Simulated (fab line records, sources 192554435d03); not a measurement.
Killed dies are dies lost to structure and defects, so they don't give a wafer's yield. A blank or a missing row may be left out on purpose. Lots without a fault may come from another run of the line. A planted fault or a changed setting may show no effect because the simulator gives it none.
Split-lot experiment | flow n5_finfet | 7 lots, 21 wafers read, on a route of 1938 steps

THE SPLIT
At N5_BEOL_M15_CMP_49 (polishes, stops on SiO2, t overpolish 4.9 s, target thk 850 nm), the setting down_force_psi was moved away from the recipe's 2 psi on 4 of the 21 wafers read, by -19.8% to +12.0%. The other wafers ran this setting at the recipe's value.

The reading is taken at the split's own step.

THE READING
barrier_field_endpoint_s, in s, at N5_BEOL_M15_CMP_49 (polishes, stops on SiO2, t overpolish 4.9 s, target thk 850 nm). Fault-free wafers of this fab line usually give 11.5 s, standard deviation 0.32 s.

wafer  | tool, chamber at the split | down_force_psi as run, psi | against the recipe | barrier_field_endpoint_s, s | against lot-mates on the recipe
L074.2 | cmp-03, 0                  | 2                          | recipe             | 11.3                        | -
L074.5 | cmp-03, 0                  | 2                          | recipe             | 11.3                        | -
L074.6 | cmp-03, 1                  | 2                          | recipe             | 11.1                        | -
L082.1 | cmp-02, 3                  | 2                          | recipe             | 11.8                        | -
L082.3 | cmp-02, 1                  | 2                          | recipe             | 11.5                        | -
L082.5 | cmp-02, 2                  | 2                          | recipe             | 11.3                        | -
L089.3 | cmp-02, 3                  | 2.189                      | +9.5%              | 11.0                        | -1.2
L089.2 | cmp-02, 0                  | 2                          | recipe             | 12.3                        | -
L089.5 | cmp-02, 2                  | 2                          | recipe             | 12.2                        | -
L090.3 | cmp-03, 1                  | 2                          | recipe             | 11.8                        | -
L090.5 | cmp-03, 1                  | 1.684                      | -15.8%             | 13.7                        | +2.2
L090.6 | cmp-03, 2                  | 2                          | recipe             | 11.2                        | -
L093.4 | cmp-03, 3                  | 2                          | recipe             | 11.7                        | -
L093.1 | cmp-03, 0                  | 2                          | recipe             | 11.7                        | -
L093.6 | cmp-03, 3                  | 1.604                      | -19.8%             | 14.4                        | +2.7
L094.3 | cmp-01, 0                  | 2                          | recipe             | 11.2                        | -
L094.4 | cmp-01, 1                  | 2.24                       | +12.0%             | 10.1                        | -1.0
L094.1 | cmp-01, 2                  | 2                          | recipe             | 10.9                        | -
L097.1 | cmp-03, 0                  | 2                          | recipe             | 11.7                        | -
L097.4 | cmp-03, 2                  | 2                          | recipe             | 10.7                        | -
L097.3 | cmp-03, 3                  | 2                          | recipe             | 11.5                        | -

THE FIT
A straight line over all 21 wafers: barrier_field_endpoint_s changes by -0.129 s for each +1% of down_force_psi; r = -0.90; the points scatter about the line by 0.43 s.
The same after taking each lot's own level away (the mean of its wafers on the recipe; 21 wafers): -0.127 s for each +1%; r = -0.96; scatter 0.26 s.
On that fit, the largest move of down_force_psi shifts the reading by 2.5 s.
The lots' own levels span 11.05 to 12.25 s, that is 3.7 times the standard deviation above.
So the lot-to-lot level changes the slope little: the two slopes agree.
Check: with one of the wafers moved furthest among these (-19.8%) left out of the fit, the line predicts +2.42 s for it against its lot-mates. It came out at +2.7 s against them.
Tool readings at the split's step, against how far the setting was moved: barrier_field_endpoint_s r = -0.90.

OTHER SPLITS ON THESE WAFERS
These wafers also went through other splits before the reading. Each is held against what the fit with the lots' levels taken away leaves over:
other split on the same wafers    | wafers away from the commonest value | r with barrier_field_endpoint_s (lot level and that fit taken away)
N5_BEOL_M14_TRENCH_ETCH_34 time_s | 11                                   | +0.10

THE FILE'S OWN FIT
barrier_field_endpoint_s changes by -0.129 s for each +1% of down_force_psi, r = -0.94.
